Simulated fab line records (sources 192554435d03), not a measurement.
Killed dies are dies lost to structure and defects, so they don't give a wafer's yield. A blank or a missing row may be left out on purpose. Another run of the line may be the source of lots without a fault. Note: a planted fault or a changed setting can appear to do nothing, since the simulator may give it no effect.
Chamber matching || flow n5_finfet || 4 sister chambers for N5_BEOL_M11_DESCUM_16 on rie_diel-05
The step chemistry O2, time 7.9 s. 14 wafers are shown with their chamber, then 7 later ones without.

WAFERS WITH THEIR CHAMBER
{"wafer": "L082.1", "chamber": 2, "drypump_motor_current_A (A)": 6.7, "throttle_valve_pct (%)": 20.11, "showerhead_plenum_p_Torr (Torr)": 2.07}
{"wafer": "L082.2", "chamber": 3, "drypump_motor_current_A (A)": 5.2, "throttle_valve_pct (%)": 20.49, "showerhead_plenum_p_Torr (Torr)": 2.07}
{"wafer": "L082.4", "chamber": 0, "drypump_motor_current_A (A)": 5.9, "throttle_valve_pct (%)": 19.98, "showerhead_plenum_p_Torr (Torr)": 2.13}
{"wafer": "L081.4", "chamber": 1, "drypump_motor_current_A (A)": 5.7, "throttle_valve_pct (%)": 20.63, "showerhead_plenum_p_Torr (Torr)": 1.97}
{"wafer": "L081.5", "chamber": 2, "drypump_motor_current_A (A)": 6.7, "throttle_valve_pct (%)": 20.12, "showerhead_plenum_p_Torr (Torr)": 2.07}
{"wafer": "L081.6", "chamber": 1, "drypump_motor_current_A (A)": 5.7, "throttle_valve_pct (%)": 20.68, "showerhead_plenum_p_Torr (Torr)": 1.97}
{"wafer": "L084.4", "chamber": 3, "drypump_motor_current_A (A)": 5.2, "throttle_valve_pct (%)": 20.51, "showerhead_plenum_p_Torr (Torr)": 2.07}
{"wafer": "L084.5", "chamber": 1, "drypump_motor_current_A (A)": 5.7, "throttle_valve_pct (%)": 20.66, "showerhead_plenum_p_Torr (Torr)": 1.97}
{"wafer": "L084.6", "chamber": 0, "drypump_motor_current_A (A)": 6.0, "throttle_valve_pct (%)": 19.99, "showerhead_plenum_p_Torr (Torr)": 2.13}
{"wafer": "L086.2", "chamber": 1, "drypump_motor_current_A (A)": 5.7, "throttle_valve_pct (%)": 20.64, "showerhead_plenum_p_Torr (Torr)": 1.97}
{"wafer": "L086.3", "chamber": 3, "drypump_motor_current_A (A)": 5.2, "throttle_valve_pct (%)": 20.52, "showerhead_plenum_p_Torr (Torr)": 2.07}
{"wafer": "L086.4", "chamber": 2, "drypump_motor_current_A (A)": 6.7, "throttle_valve_pct (%)": 20.12, "showerhead_plenum_p_Torr (Torr)": 2.06}
{"wafer": "L090.1", "chamber": 0, "drypump_motor_current_A (A)": 5.9, "throttle_valve_pct (%)": 19.99, "showerhead_plenum_p_Torr (Torr)": 2.12}
{"wafer": "L090.2", "chamber": 3, "drypump_motor_current_A (A)": 5.2, "throttle_valve_pct (%)": 20.51, "showerhead_plenum_p_Torr (Torr)": 2.07}

SIGNATURES, as means of the wafers listed above
{"reading": "drypump_motor_current_A", "chamber 0": 5.933, "chamber 1": 5.700, "chamber 2": 6.700, "chamber 3": 5.200, "scatter within a chamber": 0.0258}
{"reading": "throttle_valve_pct", "chamber 0": 19.9867, "chamber 1": 20.6525, "chamber 2": 20.1167, "chamber 3": 20.5075, "scatter within a chamber": 0.0144}
{"reading": "showerhead_plenum_p_Torr", "chamber 0": 2.1267, "chamber 1": 1.9700, "chamber 2": 2.0667, "chamber 3": 2.0700, "scatter within a chamber": 0.00365}
Rule: a wafer's distance from a chamber is the root of the sum, over the readings, of the square of ((its reading less the chamber's mean) divided by the reading's scatter). The wafer belongs to the nearest chamber; if the next one is less than 2 further off, it can't be placed. The scatter: take each reading less its chamber's mean, square it, sum over the shown wafers, divide by the number of wafers less the number of chambers, and take the root.

WAFERS WITHOUT THEIR CHAMBER
{"wafer": "L090.4", "drypump_motor_current_A (A)": 5.7, "throttle_valve_pct (%)": 20.67, "showerhead_plenum_p_Torr (Torr)": 1.96}
{"wafer": "L087.2", "drypump_motor_current_A (A)": 5.9, "throttle_valve_pct (%)": 19.99, "showerhead_plenum_p_Torr (Torr)": 2.12}
{"wafer": "L087.3", "drypump_motor_current_A (A)": 5.2, "throttle_valve_pct (%)": 20.54, "showerhead_plenum_p_Torr (Torr)": 2.06}
{"wafer": "L087.4", "drypump_motor_current_A (A)": 5.7, "throttle_valve_pct (%)": 20.65, "showerhead_plenum_p_Torr (Torr)": 1.96}
{"wafer": "L089.2", "drypump_motor_current_A (A)": 5.9, "throttle_valve_pct (%)": 20.02, "showerhead_plenum_p_Torr (Torr)": 2.12}
{"wafer": "L089.4", "drypump_motor_current_A (A)": 5.7, "throttle_valve_pct (%)": 20.67, "showerhead_plenum_p_Torr (Torr)": 1.96}
{"wafer": "L089.5", "drypump_motor_current_A (A)": 6.7, "throttle_valve_pct (%)": 20.13, "showerhead_plenum_p_Torr (Torr)": 2.06}

WHICH CHAMBER EACH WENT THROUGH
{"wafer": "L090.4", "from the rows above": 1, "in truth": 1}
{"wafer": "L087.2", "from the rows above": 0, "in truth": 0}
{"wafer": "L087.3", "from the rows above": 3, "in truth": 3}
{"wafer": "L087.4", "from the rows above": 1, "in truth": 1}
{"wafer": "L089.2", "from the rows above": 0, "in truth": 0}
{"wafer": "L089.4", "from the rows above": 1, "in truth": 1}
{"wafer": "L089.5", "from the rows above": 2, "in truth": 2}
Placed correctly: 7 of 7. From these rows, 0 cannot be placed. Wrongly placed: 0.
